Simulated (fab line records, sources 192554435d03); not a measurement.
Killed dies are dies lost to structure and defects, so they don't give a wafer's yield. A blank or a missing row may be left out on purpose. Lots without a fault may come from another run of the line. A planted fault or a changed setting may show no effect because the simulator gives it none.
Chamber matching | flow n5_finfet | N5_BEOL_M5_STRIP_19 on rie_diel-06: 4 sister chambers
The step strips in O2. 20 wafers are shown with their chamber, then 10 later ones without.

WAFERS WITH THEIR CHAMBER
wafer  | chamber | showerhead_plenum_p_Torr (Torr) | throttle_valve_pct (%) | oes_product_au (a.u.)
L074.1 | 3       | 2.21                            | 16.32                  | 0.87
L074.5 | 3       | 2.21                            | 16.33                  | 0.87
L074.6 | 2       | 2.11                            | 16.70                  | 0.77
L076.1 | 0       | 2.18                            | 16.69                  | 0.74
L076.2 | 2       | 2.11                            | 16.72                  | 0.76
L076.3 | 1       | 2.04                            | 16.83                  | 0.84
L076.4 | 2       | 2.11                            | 16.72                  | 0.77
L076.5 | 1       | 2.04                            | 16.80                  | 0.85
L076.6 | 0       | 2.18                            | 16.69                  | 0.74
L081.1 | 0       | 2.17                            | 16.72                  | 0.73
L081.3 | 3       | 2.21                            | 16.35                  | 0.85
L081.6 | 3       | 2.21                            | 16.35                  | 0.85
L084.2 | 2       | 2.10                            | 16.75                  | 0.76
L084.4 | 3       | 2.20                            | 16.36                  | 0.85
L084.5 | 0       | 2.17                            | 16.74                  | 0.73
L085.1 | 1       | 2.03                            | 16.86                  | 0.81
L085.3 | 2       | 2.10                            | 16.77                  | 0.76
L085.6 | 1       | 2.03                            | 16.86                  | 0.81
L086.1 | 0       | 2.17                            | 16.72                  | 0.73
L086.3 | 3       | 2.20                            | 16.38                  | 0.85

SIGNATURES (means of the wafers above)
reading                  | chamber 0 | chamber 1 | chamber 2 | chamber 3 | scatter within a chamber
showerhead_plenum_p_Torr | 2.1740    | 2.0350    | 2.1060    | 2.2067    | 0.00544
throttle_valve_pct       | 16.7120   | 16.8375   | 16.7320   | 16.3483   | 0.0246
oes_product_au           | 0.7340    | 0.8275    | 0.7640    | 0.8567    | 0.0113
Rule: a wafer's distance from a chamber is the root of the sum, over the readings, of the square of ((its reading less the chamber's mean) divided by the reading's scatter). The wafer belongs to the nearest chamber; if the next one is less than 2 further off, it can't be placed. The scatter: the root of (the sum of the squares of (reading less its chamber's mean) over the shown wafers, divided by (wafers less chambers)).

WAFERS WITHOUT THEIR CHAMBER
wafer  | showerhead_plenum_p_Torr (Torr) | throttle_valve_pct (%) | oes_product_au (a.u.)
L086.4 | 2.10                            | 16.77                  | 0.76
L089.2 | 2.03                            | 16.87                  | 0.81
L089.3 | 2.20                            | 16.38                  | 0.85
L089.5 | 2.20                            | 16.37                  | 0.86
L088.3 | 2.10                            | 16.76                  | 0.76
L088.4 | 2.03                            | 16.85                  | 0.82
L088.5 | 2.10                            | 16.77                  | 0.75
L097.1 | 2.10                            | 16.79                  | 0.74
L097.3 | 2.16                            | 16.78                  | 0.72
L097.6 | 2.16                            | 16.77                  | 0.72

WHICH CHAMBER EACH WENT THROUGH
wafer  | from the rows above | in truth
L086.4 | 2                   | 2
L089.2 | 1                   | 1
L089.3 | 3                   | 3
L089.5 | 3                   | 3
L088.3 | 2                   | 2
L088.4 | 1                   | 1
L088.5 | 2                   | 2
L097.1 | 2                   | 2
L097.3 | 0                   | 0
L097.6 | 0                   | 0
Placed correctly: 10 of 10. Can't be placed from these rows: 0. Placed wrongly: 0.
